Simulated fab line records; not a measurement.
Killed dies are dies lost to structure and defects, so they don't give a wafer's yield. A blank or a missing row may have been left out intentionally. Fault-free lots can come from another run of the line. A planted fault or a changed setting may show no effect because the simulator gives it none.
Chamber matching ; flow nandHarc ; NHARC_P_M1_CMP_23 on cmp-01: 4 sister chambers
The step polishes, t overpolish 20 s, target thk 157.82 nm. 8 wafers are shown with their chamber, then 11 later ones without.

WAFERS WITH THEIR CHAMBER
wafer;chamber;motorCurrentA (A);timeToEndpointS (s)
L080.1;1;13.7;24.5
L082.1;1;13.2;26.8
L083.3;3;11.2;32.4
L083.5;0;11.7;29.1
L087.1;2;12.0;31.1
L087.3;3;11.1;29.9
L087.5;0;11.8;30.1
L092.2;2;12.1;26.7

WAFERS MISSING THEIR CHAMBER
wafer;motorCurrentA (A);timeToEndpointS (s)
L092.5;11.8;28.7
L092.6;12.3;25.3
L094.2;12.5;30.8
L094.3;11.9;29.8
L094.4;14.4;27.5
L096.1;11.8;27.9
L096.2;11.9;26.8
L096.3;14.2;27.3
L097.3;13.5;25.0
L097.5;11.8;26.4
L097.6;11.2;28.0

WHICH CHAMBER EACH ONE RAN IN
wafer;from the rows above;in truth
L092.5;can't be placed: 0 or 2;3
L092.6;can't be placed: 2 or 0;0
L094.2;can't be placed: 2 or 0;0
L094.3;can't be placed: 0 or 2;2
L094.4;1;1
L096.1;can't be placed: 0 or 2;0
L096.2;can't be placed: 2 or 0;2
L096.3;1;1
L097.3;1;1
L097.5;can't be placed: 0 or 2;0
L097.6;can't be placed: 3 or 0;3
Correctly placed: 3 of 11. From these rows, 8 cannot be placed; in 7 the true chamber is one of the candidates. Number placed wrongly: 0.
How it was worked out, from the rows above alone: a wafer's distance from a chamber is the root of the sum, over the readings, of the square of ((its reading less the chamber's mean) divided by the reading's scatter). The wafer belongs to the nearest chamber; if the next one is less than 2 further off, it can't be placed. A chamber's mean is the mean of its shown wafers. The scatter: take each reading less its chamber's mean, square it, sum over the shown wafers, divide by the number of wafers less the number of chambers, and take the root.
